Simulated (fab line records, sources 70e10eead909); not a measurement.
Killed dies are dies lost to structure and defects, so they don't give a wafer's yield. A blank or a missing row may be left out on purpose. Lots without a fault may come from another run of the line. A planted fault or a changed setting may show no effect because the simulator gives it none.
A struck lot beside a sound one | flow nand_harc | 14 steps out of a route of 1302
Sound: wafers L726.1, L726.4, L726.6. Struck: wafers L735.1, L735.3, L735.4. The cause comes at the end.
At each step with rows: each side's tool, then ch and its chambers, then its first start. Under that, the readings that differ: sound wafers | struck wafers | difference of the means | sigmas: that difference in standard deviations of wafers without a fault.
alike: readings whose means differ by less than 2 such deviations, and words and numbers that are the same on both sides. not compared: withheld readings, readings that some wafer has no value for, bounds like >300 that may hide the same value, and numbers for which the record gives no deviation and whose values overlap.
The two part at a step that has a row with sigmas, a row that says differs or no value, or rows on one side only. Numbers that don't overlap but have no deviation are shown without sigmas and don't part them. A reading that every wafer of one side lacks parts them only if that side has two wafers or more.

NHARC_A_STAIRCASE_STRIP_274: strips in O2.
  sound on rie_diel-04 ch 1,3; struck on rie_diel-11 ch 1,2,3
  alike: drypump_motor_current_A, oes_product_au, rf_vpp_V, showerhead_plenum_p_Torr, throttle_valve_pct
  not compared: rf_hours_counter_h
then, 3 steps without rows for these wafers: NHARC_A_STAIRCASE_STRIP_275 (strips in SPM, time 900 s); NHARC_A_STAIRCASE_PRECLEAN_276 (cleans in SC1); NHARC_A_STAIRCASE_SRD_277.
NHARC_A_STAIRCASE_HM_DEP_459: deposits aC, target thk 1500 nm.
  sound on acl_dep-03 ch 0, day 16 12:17; struck on acl_dep-01 ch 0, day 20 13:55
  alike: throttle_valve_pct
NHARC_A_STAIRCASE_DEP_280: deposits SiON, target thk 30 nm.
  sound on pecvd-01 ch 0,1, day 16 14:11; struck on pecvd-03 ch 0,2, day 20 15:51
  alike: heater_power_w, rf_fwd_power_W
then, 5 steps without rows for these wafers: NHARC_A_STAIRCASE_DEHYDRATE_281 (time 120 s); NHARC_A_STAIRCASE_HMDS_282 (time 30 s); NHARC_A_STAIRCASE_COAT_283; NHARC_A_STAIRCASE_SOFTBAKE_284 (time 170 s); NHARC_A_STAIRCASE_EBR_285.
NHARC_A_STAIRCASE_EXPOSE_286: exposes mask CHOP 100.
  sound on krf_scanner-04 ch 0, day 16 14:38; struck on krf_scanner-04 ch 0, day 20 16:18
  reading              | sound                | struck               | difference | sigmas
  exposure_dose_mJ_cm2 | 24.995 25.021 25.008 | 26.092 26.120 26.107 | +1.098     | +50
  alike: mask
then, 1 step without rows for these wafers: NHARC_A_STAIRCASE_PEB_287 (peb time 130 s).
NHARC_END_SORT_01:
  the record has rows for the sound wafers here (prober-01 ch 0, day 24 06:25) and none for the struck ones

WHERE THEY PART
First at NHARC_A_STAIRCASE_EXPOSE_286; last, within this record, at NHARC_END_SORT_01.

WHY: what the simulator had put in
Process parameter drift: krf_scanner-04, from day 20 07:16 on, at NHARC_A_STAIRCASE_EXPOSE_286. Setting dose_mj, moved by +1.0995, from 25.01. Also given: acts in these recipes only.
